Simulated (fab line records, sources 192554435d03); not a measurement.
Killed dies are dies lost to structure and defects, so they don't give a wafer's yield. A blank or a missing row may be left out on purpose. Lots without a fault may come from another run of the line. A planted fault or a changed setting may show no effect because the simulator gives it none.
Chamber matching | flow n5_finfet | N5_BEOL_M7_PECVD_70 on pecvd-04: 3 sister chambers
The step deposits SiO2 from TEOS/O2, target thk 20 nm, time 22.7 s. 3 wafers are shown with their chamber, then 12 later ones without.

WAFERS WITH THEIR CHAMBER
wafer  | chamber | throttle_valve_pct (%)
L090.5 | 2       | 21.5
L091.3 | 0       | 23.1
L091.4 | 1       | 22.4

WAFERS WITHOUT THEIR CHAMBER
wafer  | throttle_valve_pct (%)
L095.1 | 22.5
L095.4 | 23.3
L095.6 | 22.2
L086.3 | 22.2
L086.4 | 23.1
L086.5 | 23.0
L094.1 | 22.4
L094.4 | 21.1
L094.6 | 22.4
L097.3 | 23.0
L097.4 | 23.2
L097.6 | 22.3

WHICH CHAMBER EACH WENT THROUGH
wafer  | from the rows above | in truth
L095.1 | 1                   | 1
L095.4 | 0                   | 0
L095.6 | 1                   | 1
L086.3 | 1                   | 1
L086.4 | 0                   | 0
L086.5 | 0                   | 0
L094.1 | 1                   | 1
L094.4 | 2                   | 2
L094.6 | 1                   | 1
L097.3 | 0                   | 0
L097.4 | 0                   | 0
L097.6 | 1                   | 1
Placed correctly: 12 of 12. Can't be placed from these rows: 0. Placed wrongly: 0.
How it was worked out, from the rows above alone: a wafer's distance from a chamber is the root of the sum, over the readings, of the square of ((its reading less the chamber's mean) divided by the reading's scatter). The wafer belongs to the nearest chamber; if the next one is less than 2 further off, it can't be placed. A chamber's mean is the mean of its shown wafers. The scatter: with one shown wafer a chamber, the root of the mean of the squares of how far each hidden wafer lies from its nearest shown one.
